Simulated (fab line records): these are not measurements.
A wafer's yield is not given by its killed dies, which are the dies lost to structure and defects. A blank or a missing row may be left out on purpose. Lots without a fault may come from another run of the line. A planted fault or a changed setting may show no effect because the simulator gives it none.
A lot that was struck, set against a sound lot ; flow n5Finfet ; 14 out of 1938 route steps
Sound: the wafers L800.4, L800.5, L800.6. Struck: wafer L809.1. (L809.3, L809.4 of the same lot were not struck and are left out.) The cause comes at the end.
At each step with rows: each side's tool, then ch and its chambers, then its first start. Under that, the readings that differ: sound wafers ; struck wafers ; difference of the means ; sigmas: that difference in standard deviations of wafers without a fault.
alike: readings whose means differ by less than 2 such deviations, and words and numbers that are the same on both sides. not compared: withheld readings, readings that some wafer has no value for, bounds like >300 that may hide the same value, and numbers for which the record gives no deviation and whose values overlap.
A row with sigmas, a row that says differs or no value, or rows on one side alone: a step with any of these is where the two part. Non-overlapping numbers with no deviation appear without sigmas and do not part them. A reading that every wafer of one side lacks parts them only if that side has two wafers or more.

first, 2 steps without rows for these wafers: N5_BEOL_M15_STRIP_62 (strips in O2); N5_BEOL_M15_STRIP_37 (strips in O2).
N5_BEOL_M15_ETCH_38: etches SiCN in CF4/N2, target depth 106.4 nm, time 120.5 s.
  sound: rieDiel-01 ch 0,2,3; struck: rieDiel-02 ch 2
reading;sound;struck;difference;sigmas
oesProductAu (a.u.);0.69 0.80 0.68;0.94;+0.22;+2
  alike: cf4FlowSccm, drypumpMotorCurrentA, rfVppV, showerheadPlenumPTorr, throttleValvePct
  not compared: rfHoursCounterH
then, 2 steps without rows for these wafers: N5_BEOL_M15_PRECLEAN_39 (cleans in residue remover, time 60 s); N5_BEOL_M15_SRD_40 (time 30 s, dry time 30 s).
N5_BEOL_M15_DEGAS_41: time 60 s.
  sound on pvdSputter-03, day 13 18:50; struck on pvdSputter-02, day 16 04:52
  alike: heaterPowerW
N5_BEOL_M15_PRE_CLEAN_42: time 30 s.
  sound on pvdSputter-03, day 13 18:52; struck on pvdSputter-02, day 16 04:55
  alike: heaterPowerW
then, 1 step without rows for these wafers: N5_BEOL_M15_SPUTTER_43 (material TaN, target thk 15 nm, time 24.19 s).
N5_BEOL_M15_SPUTTER_44: material Ta, target thk 15 nm, time 24.19 s.
  sound on pvdSputter-03, day 13 18:59; struck on pvdSputter-02, day 16 05:03
reading;sound;struck;difference;sigmas
chamberPressurePa (Pa);0.07005 0.07005 0.07017;0.06981;-0.00028;-2
  alike: biasV, throttleValvePct
then, 2 steps without rows for these wafers: N5_BEOL_M15_SPUTTER_45 (material Cu, target thk 100 nm, time 16.67 s); N5_BEOL_M15_ECD_47 (material Cu, target thk 1860 nm).
N5_BEOL_M15_ANNEAL_48: time 90 s.
  sound on rtpAnneal-02 ch 0, day 13 19:34; struck on rtpAnneal-02 ch 0, day 16 06:05
  alike: wafer_temp_C_max
N5_BEOL_M15_CMP_49: polishes, stops on SiO2, t overpolish 4.9 s, target thk 850 nm.
  sound on cmp-04 ch 2,3, day 13 19:46; struck on cmp-04 ch 0, day 16 06:26
reading;sound;struck;difference;sigmas
barrierFieldEndpointS (s);11.80 11.80 11.62;6.31;-5.43;-18
edgeZonePressureFrac;0.997 0.996 0.991;1.006;+0.011;+2
  alike: clearingPlatenRpm, headPressurePsi, motorCurrentA, overpolishRunS, slurryFilterDpKPa
following that, these wafers have no rows for 1 step: N5_PASSIVATION_PROBE_49.

## WHERE THEY PART
Earliest at N5_BEOL_M15_ETCH_38; latest, in this record, at N5_BEOL_M15_CMP_49.

WHY: what the simulator had put in
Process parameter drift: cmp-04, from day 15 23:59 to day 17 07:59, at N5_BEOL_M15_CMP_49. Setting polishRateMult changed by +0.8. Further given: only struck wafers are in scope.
